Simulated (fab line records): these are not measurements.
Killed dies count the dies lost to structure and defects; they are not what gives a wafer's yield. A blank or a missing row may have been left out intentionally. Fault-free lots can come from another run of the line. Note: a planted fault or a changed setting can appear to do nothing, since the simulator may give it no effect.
A struck lot beside a sound one    flow nand harc    14 steps out of a route of 1302
Sound: the wafers L865.1, L865.5, L865.6. Struck: wafer L859.3 (left out: L859.1, a lot-mate that was not struck); the cause follows at the end.
Each step with rows lists, per side, the tool, then ch with its chambers, then its first start. Under that, the readings that differ: sound wafers    struck wafers    difference of the means    sigmas: that difference in standard deviations of wafers without a fault.
alike: words and numbers the same on both sides, and readings whose means are apart by under 2 such deviations; not compared: readings that were withheld, readings missing a value for some wafer, numbers with overlapping values and no deviation given by the record, and bounds like >300 which may hide the same value.
The two part at a step that has a row with sigmas, a row that says differs or no value, or rows on one side only. Numbers that don't overlap but have no deviation are shown without sigmas and don't part them. A reading that every wafer of one side lacks parts them only if that side has two wafers or more.

first, 1 step without rows for these wafers: NHARC_A_ONON_D1_DEP_12 (target thk 1000 nm).
NHARC_A_ONON_D1_THK_MEAS_14: measures by ellipsometry.
  sound: film metro-02 at day 13 18:57; struck: film metro-02 at day 10 14:58
  alike: thk nm
then, 2 steps without rows for these wafers: NHARC_A_ONON_D1_ANNEAL_15 (time 3600 s); NHARC_A_ONON_D1_DEP_16 (target thk 1000 nm).
NHARC_A_ONON_D1_THK_MEAS_18: measures by ellipsometry.
  sound: film metro-01 at day 14 05:11; struck: film metro-02 at day 10 23:51
  alike: thk nm
then, no rows for these wafers at 1 step: NHARC_A_ONON_D1_DEP_19 (target thk 1000 nm).
NHARC_A_ONON_D1_THK_MEAS_21: measures by ellipsometry.
  sound: film metro-02 at day 14 05:46; struck: film metro-02 at day 11 00:25
reading      sound           struck  difference  sigmas
thk nm (nm)  1008 1010 1008  994     -15         -2
then, no rows for these wafers at 1 step: NHARC_A_ONON_D1_DEP_22 (target thk 1000 nm).
NHARC_A_ONON_D1_THK_MEAS_24: measures by ellipsometry.
  sound: film metro-02 at day 14 06:20; struck: film metro-01 at day 11 00:59
  alike: thk nm
then, no rows for these wafers at 1 step: NHARC_A_ONON_D1_DEP_25 (target thk 1000 nm).
NHARC_A_ONON_D1_THK_MEAS_27: measures by ellipsometry.
  sound: film metro-01 at day 14 06:53; struck: film metro-02 at day 11 01:33
  alike: thk nm
NHARC_A_ONON_D1_DEP_28: target thk 1000 nm.
  sound on pecvd onon-01 ch 0, day 14 06:57; struck on pecvd onon-01 ch 0, day 11 01:37
NHARC_A_ONON_D1_THK_MEAS_30: measures by ellipsometry.
  sound: film metro-01 at day 14 07:28; struck: film metro-02 at day 11 02:07
reading      sound           struck  difference  sigmas
thk nm (nm)  1002 1003 1002  701     -301        -31
NHARC_A_ONON_D1_DEP_33: deposits SiO2, target thk 200 nm.
  sound on pecvd-04 ch 0,1,2, day 14 07:34; struck on pecvd-03 ch 1, day 11 02:10
  alike: heater power outer w, heater power w, throttle valve pct

== WHERE THEY PART ==
First at NHARC_A_ONON_D1_THK_MEAS_21; last, within this record, at NHARC_A_ONON_D1_THK_MEAS_30. Later steps at which nothing parts them and some readings are alike: NHARC_A_ONON_D1_DEP_33.

WHY: what had been put in by the simulator
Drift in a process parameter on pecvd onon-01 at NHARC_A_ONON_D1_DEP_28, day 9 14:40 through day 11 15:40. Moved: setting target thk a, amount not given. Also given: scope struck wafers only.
